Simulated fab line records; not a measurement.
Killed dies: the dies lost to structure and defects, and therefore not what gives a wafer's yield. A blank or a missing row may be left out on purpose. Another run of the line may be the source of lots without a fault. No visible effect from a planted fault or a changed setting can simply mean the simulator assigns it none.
What tool caused it? ; flow n5-finfet ; route of 1938 steps, sampled at 1 step: 12 lots, 36 wafers

== WHAT EACH GAUGE READ, for each wafer ==
N5_BEOL_M4_THK_MEAS_01.
lot;measured;on;M4_ILD_THK (nm)
L075;day 7 09:16;film-metro-02;78.2 79.3 81.1
L077;day 8 02:24;film-metro-02;78.7 79.8 81.0
L079;day 8 15:49;film-metro-02;77.9 78.5 78.2
L081;day 9 09:16;film-metro-02;77.9 79.1 80.0
L084;day 9 13:01;film-metro-01;78.8 80.0 78.8
L085;day 10 01:27;film-metro-01;78.5 79.6 78.4
L086;day 11 01:27;film-metro-01;79.3 77.5 80.4
L089;day 11 19:38;film-metro-01;78.1 79.1 79.3
L091;day 12 00:54;film-metro-02;78.0 80.0 81.1
L092;day 12 04:32;film-metro-02;78.7 79.6 79.6
L094;day 12 18:34;film-metro-02;78.0 79.4 78.7
L096;day 13 21:59;film-metro-01;77.6 79.2 80.3

== WHICH TOOL RAN EACH LOT (tool, then ch and the chambers of the sampled wafers, then the start) ==
The record shows no process step preceding these readings.

== THE ANSWER, worked out from the rows above alone ==
Rule: the usual values come from the lots themselves. Put in order of their means at a reading, lots are off if they are a third of the lots or fewer, leave a main group of 4 or more, and stand apart from it by a gap of 3 or more times the standard deviation of the main group's means; of several such gaps the widest counts. If all means in a main group match to the digits the tables above print for the reading, that group is not used. A lot without any number at a reading at which 4 lots or more have one is off too. All remaining lots with rows at the step are treated as sound.
None of the lots is off at any reading shown; this tells nothing.

== WHAT HAD BEEN PUT IN BY THE SIMULATOR ==
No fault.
